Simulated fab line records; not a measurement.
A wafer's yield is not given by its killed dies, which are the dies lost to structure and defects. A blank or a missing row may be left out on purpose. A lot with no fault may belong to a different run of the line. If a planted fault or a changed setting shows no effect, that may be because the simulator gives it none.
Problem report in the 8D (eight disciplines) form, filled by code / flow n5-finfet / the parts of the form that need people (team, actions taken, sign-off) are left out

1. THE ISSUE
trench-depth-nm at N5_STI_FIN_REVEAL_FIN_H_MEAS_10 reads a mean of 48.0 nm on 1 wafer of 1 lot; wafers without a fault read 52.0 nm with a standard deviation of 0.88. Relative to the usual mean, that is a shift of -4.5 standard deviations.
First seen on wafer L101.1, day 6 08:43, on ocd-01. At this step, 9 wafers from 3 lots have a number in the record. The rule behind "out" and "out of limits": a value lying over 4 standard deviations away from the usual mean. Any other wafer with a number is counted as sound.

2. WHAT IT IS, AND WHAT IT ISN'T
question=which readings at this step | is=trench-depth-nm | is not=-
question=which lots | is=L101 | is not=L108, L989
question=which wafers of those lots | is=L101.1 | is not=L101.2, L101.4
question=read on which gauges | is=ocd-01 | is not=-
question=when | is=from day 6 08:43 | is not=up to then (5 sound wafers); but 3 sound wafers of L108 came after

3. SUSPECTS, AND WHAT RULES EACH OUT
Counting: a tool at a process step up to the reading stays a suspect if it ran every lot that is out. Sound lots after the first of them don't rule it out here, since some wafers of a struck lot are sound.
- the gauge at N5_STI_FIN_REVEAL_FIN_H_MEAS_10: ruled out. All the wafers that are out were read on ocd-01, but those of them that N5_BEOL_M4_RC_MEAS_101 has rows for are out there too, on other tools.
- vapor-etch-02 at N5_STI_FIN_REVEAL_RECESS_09 (chemistry HF/NH3, target SiO2, afs cycles 11, target depth 42.5 nm, sublimation time 60 s): kept. L101, the lot that is out, went through it at day 6 06:01; up to then, the latest sound lot through it was L989 at day 3 05:16.
- Within vapor-etch-02 at N5_STI_FIN_REVEAL_RECESS_09, the wafers that are out were processed in chamber 0 and their sound lot-mates in chamber 1.
The count leaves vapor-etch-02 at N5_STI_FIN_REVEAL_RECESS_09.

4. THE CAUSE (what the simulator had put in)
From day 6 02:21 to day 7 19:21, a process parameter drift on vapor-etch-02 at N5_STI_FIN_REVEAL_RECESS_09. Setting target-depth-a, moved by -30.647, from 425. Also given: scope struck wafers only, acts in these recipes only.
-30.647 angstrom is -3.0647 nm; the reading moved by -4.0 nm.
Counting left only this tool.

5. THE CHAIN OF EFFECTS, in route order
Each row: a reading where the mean over the struck wafers with a number is more than 3 standard deviations away from the usual. Readings are gone through only where the record gives a usual standard deviation; hours: the median, over the lots, of the time from a lot's start at the first step in this table giving one to that lot's start at this step; sigmas: the change measured in usual standard deviations.
hours=0; step=N5_STI_FIN_REVEAL_FIN_H_MEAS_10; reading=trench-depth-nm; usual=52.0 nm; on struck wafers=48.0; change=-4.0; sigmas=-4.5
hours=174; step=N5_BEOL_M4_RC_MEAS_101; reading=IOFF_N; usual=0.16 nA/um; on struck wafers=0.33; change=+0.17; sigmas=+5.5
hours=174; step=N5_BEOL_M4_RC_MEAS_101; reading=IOFF_N_85C; usual=3.1 nA/um; on struck wafers=5.6; change=+2.5; sigmas=+5.0
hours=174; step=N5_BEOL_M4_RC_MEAS_101; reading=ION_P; usual=464 uA/um; on struck wafers=438; change=-26; sigmas=-3.1
hours=174; step=N5_BEOL_M4_RC_MEAS_101; reading=SS_N; usual=71.5 mV/dec; on struck wafers=77.1; change=+5.6; sigmas=+9.3
hours=296; step=N5_PASSIVATION_PROBE_49; reading=sort_bin_8_speed; usual=0.00 %; on struck wafers=7.03; change=+7.03; sigmas=+99 or more
hours=296; step=N5_PASSIVATION_PROBE_49; reading=sort-n-pass; usual=1074; on struck wafers=974; change=-100; sigmas=-5.6
hours=296; step=N5_PASSIVATION_PROBE_49; reading=sort-yield-pct; usual=91.0 %; on struck wafers=82.5; change=-8.5; sigmas=-5.7
It contains these process steps:
- N5_PASSIVATION_PROBE_49

6. HOW IT WOULD HAVE BEEN CAUGHT EARLIER
In this record the first reading out of limits at a measuring or inspecting step was taken at day 6 08:43, 6 hours after the fault began at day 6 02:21.
No tool reading at N5_STI_FIN_REVEAL_RECESS_09 that has a usual standard deviation in the record was out on any struck wafer, so an alarm limit of 4 standard deviations on those readings would not have fired.
By day 6 08:43 the whole set of lots that are out, 1 in number, had already begun N5_STI_FIN_REVEAL_RECESS_09 on vapor-etch-02. Tool hold at that time: it would have spared none of them.
